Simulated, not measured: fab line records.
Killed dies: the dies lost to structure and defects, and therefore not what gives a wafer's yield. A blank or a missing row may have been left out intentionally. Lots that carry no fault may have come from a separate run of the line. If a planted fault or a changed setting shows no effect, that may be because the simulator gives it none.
Which tool is to blame? ; flow n5-finfet ; 30 wafers from 10 lots sampled at 5 of the route's 1938 steps

WHAT THE GAUGES READ, wafer by wafer
Not one reading of a measure or inspect step in the record can be checked against a usual standard deviation.

WHAT TOOL EACH LOT RAN ON (gives the tool, then ch and the chambers of the sampled wafers, and finally the start)
lot;N5_BEOL_M11_ILD_DEP_00;N5_BEOL_M11_ETCH_61;N5_BEOL_M11_HM_OPEN_17;N5_BEOL_M11_EXPOSE_25;N5_PASSIVATION_PROBE_49
L313;pecvd-03 ch 0,2, day 13 10:34;rie-diel-01 ch 0,3, day 13 13:27;rie-metal-03 ch 0,1, day 13 13:41;arfi-scanner-03 ch 0, day 13 16:47;-
L317;pecvd-01 ch 1,2, day 14 11:49;rie-diel-01 ch 2,3, day 14 15:35;rie-metal-01 ch 0,1, day 14 15:49;arfi-scanner-01 ch 0, day 14 16:29;-
L320;pecvd-03 ch 0,1,2, day 14 19:55;rie-diel-01 ch 0,3, day 14 21:23;rie-metal-01 ch 0,1, day 14 21:37;arfi-scanner-01 ch 0, day 14 22:08;-
L319;pecvd-04 ch 0,1,2, day 14 23:17;rie-diel-01 ch 0,1,2, day 15 01:23;rie-metal-02 ch 0,1, day 15 01:40;arfi-scanner-02 ch 0, day 15 03:41;-
L321;pecvd-04 ch 0,1,2, day 15 01:32;rie-diel-06 ch 0,2,3, day 15 05:08;rie-metal-01 ch 0,1, day 15 05:25;arfi-scanner-02 ch 0, day 15 05:52;-
L324;pecvd-01 ch 0,1,2, day 16 12:41;rie-diel-01 ch 0,1,2, day 16 14:59;rie-metal-01 ch 0,1, day 16 15:14;arfi-scanner-03 ch 0, day 16 18:11;prober-02, day 18 18:57
L334;pecvd-01 ch 0,1,2, day 18 02:33;rie-diel-06 ch 0,2, day 18 04:58;rie-metal-01 ch 0,1, day 18 05:12;arfi-scanner-01 ch 0, day 18 09:44;-
L316;pecvd-01 ch 0,2, day 18 02:47;rie-diel-03 ch 1,2,3, day 18 05:02;rie-metal-02 ch 0,1, day 18 05:17;arfi-scanner-01 ch 0, day 18 10:04;-
L333;pecvd-04 ch 0,1,2, day 18 05:05;rie-diel-01 ch 0,1,3, day 18 06:31;rie-metal-02 ch 0,1, day 18 06:45;arfi-scanner-03 ch 0, day 18 09:55;prober-02, day 20 08:33
L331;pecvd-01 ch 0,2, day 18 23:13;rie-diel-06 ch 0,1,2, day 19 01:42;rie-metal-03 ch 0,1, day 19 01:56;arfi-scanner-03 ch 0, day 19 02:25;prober-02, day 20 22:26
- N5_BEOL_M11_ILD_DEP_00: deposits SiCOH lowk from DEMS/porogen, target thk 308.51 nm, time 58 s.
- N5_BEOL_M11_ETCH_61: etches SiARC in CF4, target depth 39 nm, time 65 s.
- N5_BEOL_M11_HM_OPEN_17: chemistry Cl2/BCl3, target TiN, target depth 20 nm, overetch 6 nm.
- N5_BEOL_M11_EXPOSE_25: exposes mask V10.
- N5_PASSIVATION_PROBE_49

AS READ BY THE TOOLS THEMSELVES (means over the sampled wafers that have a number; for cases with no such wafer, the mark the record gives instead)
N5_BEOL_M11_ILD_DEP_00. Usual: heater-power-w 327 W, standard deviation 56; showerhead-plenum-p-Torr 5.738 Torr, standard deviation 0.015; susceptor-temp-C 300.01 C, standard deviation 0.22; throttle-valve-pct 13.7 %, standard deviation 0.54.
lot;tool;heater-power-w (W);showerhead-plenum-p-Torr (Torr);susceptor-temp-C (C);throttle-valve-pct (%);flag
L313;pecvd-03;308;5.752;299.81;13.6;
L317;pecvd-01;357;5.722;300.10;13.9;
L320;pecvd-03;328;5.752;299.93;13.5;
L319;pecvd-04;320;5.735;299.96;14.0;
L321;pecvd-04;321;5.734;300.29;14.1;
L324;pecvd-01;336;5.731;300.06;13.5;
L334;pecvd-01;329;5.725;300.10;13.3;
L316;pecvd-01;321;5.728;299.87;13.1;
L333;pecvd-04;352;5.728;300.03;13.8;
L331;pecvd-01;296;5.725;299.69;13.1;

N5_BEOL_M11_ETCH_61. Usual: drypump-motor-current-A 6.0 A, standard deviation 0.52; etch-rf-on-time-s 64.8 s, standard deviation 1.2; oes-product-au 0.67 a.u., standard deviation 0.059; rf-vpp-V 184.0 V, standard deviation 1; showerhead-plenum-p-Torr 2.13 Torr, standard deviation 0.07; throttle-valve-pct 15.75 %, standard deviation 0.19.
lot;tool;drypump-motor-current-A (A);etch-rf-on-time-s (s);oes-product-au (a.u.);rf-vpp-V (V);showerhead-plenum-p-Torr (Torr);throttle-valve-pct (%);flag
L313;rie-diel-01;6.4;65.7;0.69;183.3;2.08;15.86;
L317;rie-diel-01;6.3;63.3;0.73;185.0;2.20;15.77;
L320;rie-diel-01;6.4;65.1;0.68;183.3;2.07;15.89;
L319;rie-diel-01;6.4;64.7;0.66;184.1;2.15;15.85;
L321;rie-diel-06;6.0;64.8;0.69;183.6;2.13;15.74;
L324;rie-diel-01;6.4;64.7;0.65;183.3;2.15;15.87;
L334;rie-diel-06;6.4;64.1;0.66;183.2;2.09;15.76;
L316;rie-diel-03;5.5;66.5;0.62;183.8;2.13;15.64;
L333;rie-diel-01;6.3;64.9;0.65;183.7;2.09;15.84;
L331;rie-diel-06;6.0;64.4;0.69;184.3;2.13;15.64;

N5_BEOL_M11_HM_OPEN_17. Usual: drypump-motor-current-A 6.1 A, standard deviation 0.41; oes-product-au 0.69 a.u., standard deviation 0.032; throttle-valve-pct 22.10 %, standard deviation 0.066.
lot;tool;drypump-motor-current-A (A);oes-product-au (a.u.);throttle-valve-pct (%);flag
L313;rie-metal-03;6.2;0.73;22.12;
L317;rie-metal-01;6.2;0.66;22.09;
L320;rie-metal-01;6.4;0.66;22.14;
L319;rie-metal-02;6.1;0.72;22.04;
L321;rie-metal-01;6.3;0.66;22.09;
L324;rie-metal-01;6.2;0.65;22.09;
L334;rie-metal-01;6.2;0.64;22.11;
L316;rie-metal-02;5.8;0.69;22.11;
L333;rie-metal-02;5.9;0.69;22.11;
L331;rie-metal-03;6.2;0.70;22.15;

N5_BEOL_M11_EXPOSE_25. Usual: exposure-dose-mJ-cm2 reads 85.43 (standard deviation 0.084).
lot;tool;exposure-dose-mJ-cm2;flag
L313;arfi-scanner-03;85.41;
L317;arfi-scanner-01;85.43;
L320;arfi-scanner-01;85.52;
L319;arfi-scanner-02;85.36;
L321;arfi-scanner-02;85.37;
L324;arfi-scanner-03;85.39;
L334;arfi-scanner-01;85.38;
L316;arfi-scanner-01;85.33;
L333;arfi-scanner-03;83.64;OFF
L331;arfi-scanner-03;84.05;OFF

N5_PASSIVATION_PROBE_49. Usual: defect-limited-yield 90.8 %, standard deviation 1.7; killed_at_M0_to_M3 37, standard deviation 12; killed_at_M4_up 15, standard deviation 5.6; killed-at-contacts 13, standard deviation 6.9; killed-at-front-end 40, standard deviation 11; killed-at-other 4, standard deviation 3.2; killed-dies 109, standard deviation 20; killed-on-rim 14, standard deviation 4.3; killed-open 73, standard deviation 15; killed-short 35, standard deviation 8.3; sort_bin_5_function 5.4 %, standard deviation 1.1; sort_bin_6_memory 3.5 %, standard deviation 0.73; sort-n-pass 1071, standard deviation 20; sort-yield-pct 90.8 %, standard deviation 1.7.
lot;tool;defect-limited-yield (%);killed_at_M0_to_M3;killed_at_M4_up;killed-at-contacts;killed-at-front-end;killed-at-other;killed-dies;killed-on-rim;killed-open;killed-short;sort_bin_5_function (%);sort_bin_6_memory (%);sort-n-pass;sort-yield-pct (%);flag
L324;prober-02;91.8;35;11;14;30;7;97;15;60;36;5.0;3.0;1083;91.8;
L333;prober-02;92.8;27;12;9;31;7;85;14;52;33;4.1;2.8;1095;92.8;
L331;prober-02;90.4;30;18;15;45;6;114;17;77;35;6.3;3.0;1066;90.4;

THE ANSWER, worked out from the rows above alone
Rule: lot off if the mean of its wafers having a number is beyond 3 standard deviations from the usual mean. Also off: a lot with no number at a reading for which 4 or more lots have one. Any other lot the step has rows for is counted as sound. After the gauges, taken in route order, come the tools' own readings; for these a lot's mean is taken, as printed above. The first step at which some lot is off is used, and at that step the reading that is off furthest; a lot without a number counts as furthest.
Off at N5_BEOL_M11_EXPOSE_25 (exposure-dose-mJ-cm2): L333, L331.
If a tool, at that step or one of the process steps before it, ran each lot that is off and ran no sound lot following the first of them, it fits. One fits: N5_BEOL_M11_EXPOSE_25 on arfi-scanner-03. A fault onset in the window from L324 (day 16 18:11, its last sound lot) to L333 (day 18 09:55, its first lot off) fits.
On the lots that are off, the tool's own readings at N5_BEOL_M11_EXPOSE_25 differ by more than 5 times the standard deviation of the sound lots' means, which bears it out; exposure-dose-mJ-cm2 reads 83.84 there versus 85.40 on the sound lots.

WHAT THE SIMULATOR HAD PUT IN
Process parameter drift: arfi-scanner-03, from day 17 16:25 on, at N5_BEOL_M11_EXPOSE_25. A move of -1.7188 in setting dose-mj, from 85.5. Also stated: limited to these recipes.
Struck lots among those shown: L333, L331. The same result came from the rule above.
